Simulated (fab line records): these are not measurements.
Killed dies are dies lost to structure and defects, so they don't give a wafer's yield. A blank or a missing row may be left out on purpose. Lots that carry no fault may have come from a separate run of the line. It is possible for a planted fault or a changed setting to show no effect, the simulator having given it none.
8D (eight disciplines) problem report, filled in by code	flow n5-finfet	the parts of the form that need people (team, actions taken, sign-off) are left out

1. WHAT WENT WRONG
plate-temp-C at N5_PMOS_HMC_CHANNEL_EPI_COAT_31 reads a mean of 202.25 C on 9 wafers of 3 lots; wafers without a fault read 205.01 C with a standard deviation of 0.17. That is -16 standard deviations from the usual mean.
The step: time 60 s, resist thk 66 nm.
First observed at day 5 16:48: wafer L590.1, on litho-track-03. Wafers with a number at this step in the record: 27, from 9 lots. Rule for "out" (also "out of limits"): further than 4 standard deviations from the usual mean. All remaining wafers that have a number are taken as sound.

2. WHAT IT IS AND WHAT IT IS NOT
question	is	is not
which readings at this step	plate-temp-C	-
which lots	L590, L591, L594	L576, L579, L582, L595, L596, L597
which wafers of those lots	all that have a number	-
read on which tools	litho-track-03	litho-track-01, litho-track-05
when	from day 5 16:48	up to then (9 sound wafers); but 9 sound wafers of L595, L596, L597 came after

3. THE SUSPECTS, EACH WITH WHAT RULES IT OUT
Counting: a tool at a process step up to the reading stays a suspect if it ran every lot that is out and no sound lot after the first of them.
- rie-diel-01 at N5_ZERO_LAYER_DESCUM_16 (chemistry O2, time 7.9 s): ruled out as a lasting fault. Following L590 (day 5 12:41), the first lot on it that is out, the sound lots L595 were run on it.
- rie-diel-01 at N5_ZERO_LAYER_ETCH_17 (etches SiO2 in CF4, target depth 12 nm, time 13.3 s): ruled out as a lasting fault. Following L590 (day 5 12:43), the first lot on it that is out, the sound lots L595 were run on it.
- litho-track-03 at N5_PMOS_HMC_CHANNEL_EPI_COAT_31 (time 60 s, resist thk 66 nm): kept. Every lot that is out went through it, starting with L590 (day 5 16:48), and after that it ran no sound lot; the last sound lot it ran before then is L582 (day 3 17:01). Out on those wafers are its own readings of plate-temp-C.
Left after counting: litho-track-03 at N5_PMOS_HMC_CHANNEL_EPI_COAT_31.

4. THE CAUSE (what the simulator had put in)
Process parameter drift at N5_PMOS_HMC_CHANNEL_EPI_COAT_31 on litho-track-03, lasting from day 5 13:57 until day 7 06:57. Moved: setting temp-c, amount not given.
Counting left only this tool.

5. THE EFFECT CHAIN, in route order
Each row: a reading where the mean over the struck wafers with a number is more than 3 standard deviations away from the usual. Only readings for which the record gives a usual standard deviation are gone through. hours: the time from each lot's start at the first step in this table that gives one to its start at this step, as a median over the lots. sigmas: the change in usual standard deviations.
hours	step	reading	usual	on struck wafers	change	sigmas
0	N5_PMOS_HMC_CHANNEL_EPI_COAT_31	heater-power-total-W	391.7 W	385.0	-6.7	-5.1
0	N5_PMOS_HMC_CHANNEL_EPI_COAT_31	plate-temp-C	205.01 C	202.25	-2.76	-16
The process steps in it:
- N5_PMOS_HMC_CHANNEL_EPI_COAT_31: time 60 s, resist thk 66 nm.
Later measuring or inspecting steps at which every struck wafer that the step has a row for has a number for every such reading, and none has moved that far: N5_BEOL_M4_RC_MEAS_101.

6. HOW IT WOULD HAVE BEEN CAUGHT EARLIER
The fault began at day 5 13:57; the first out-of-limits reading in this record came at day 5 16:48, 3 hours later.
